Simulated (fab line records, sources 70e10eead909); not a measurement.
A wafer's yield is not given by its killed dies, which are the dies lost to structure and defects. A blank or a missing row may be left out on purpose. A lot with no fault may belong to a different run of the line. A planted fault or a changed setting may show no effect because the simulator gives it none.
Chamber matching ; flow nand_harc ; 4 sister chambers for NHARC_P_CONTACT_ETCH_31 on rie_diel-08
The step etches the open film in CH3F/O2, target depth 30 nm, time 85.7 s. 14 wafers are shown with their chamber, then 7 later ones without.

EACH WAFER AND ITS CHAMBER
wafer;chamber;showerhead_plenum_p_Torr (Torr);drypump_motor_current_A (A);rf_vpp_V (V)
L778.3;0;2.29;4.8;241.3
L778.4;1;2.33;5.8;241.8
L778.5;3;2.33;5.1;242.3
L780.1;1;2.32;5.8;243.5
L780.3;3;2.32;5.1;243.1
L780.4;2;2.57;5.5;246.1
L783.3;1;2.32;5.8;240.5
L783.4;0;2.29;4.8;241.7
L783.5;3;2.32;5.2;242.7
L784.1;2;2.57;5.5;245.1
L784.4;3;2.32;5.1;243.2
L784.5;0;2.29;4.8;241.3
L787.2;1;2.32;5.8;242.0
L787.4;1;2.32;5.9;242.1

SIGNATURES, as means of the wafers listed above
reading;chamber 0;chamber 1;chamber 2;chamber 3;scatter within a chamber
showerhead_plenum_p_Torr;2.2900;2.3220;2.5700;2.3225;0.00394
drypump_motor_current_A;4.800;5.820;5.500;5.125;0.0394
rf_vpp_V;241.433;241.980;245.600;242.825;0.752
Rule: distance of a wafer from a chamber = root of the sum over the readings of ((wafer's reading minus chamber's mean) / reading's scatter) squared. If the next closest chamber is less than 2 further off than the closest, the wafer can't be placed; otherwise it belongs to the closest. The scatter: the root of (the sum of the squares of (reading less its chamber's mean) over the shown wafers, divided by (wafers less chambers)).

WAFERS WITH NO CHAMBER GIVEN
wafer;showerhead_plenum_p_Torr (Torr);drypump_motor_current_A (A);rf_vpp_V (V)
L787.5;2.29;4.9;241.5
L788.1;2.32;5.1;241.8
L788.4;2.57;5.5;246.8
L788.6;2.32;5.8;243.1
L789.2;2.57;5.5;246.0
L789.5;2.32;5.1;239.5
L789.6;2.29;4.9;242.4

WHICH CHAMBER EACH WENT THROUGH
wafer;from the rows above;in truth
L787.5;0;0
L788.1;3;3
L788.4;2;2
L788.6;1;1
L789.2;2;2
L789.5;3;3
L789.6;0;0
Correctly placed: 7 of 7. Number that these rows cannot place: 0. 0 placed wrongly.
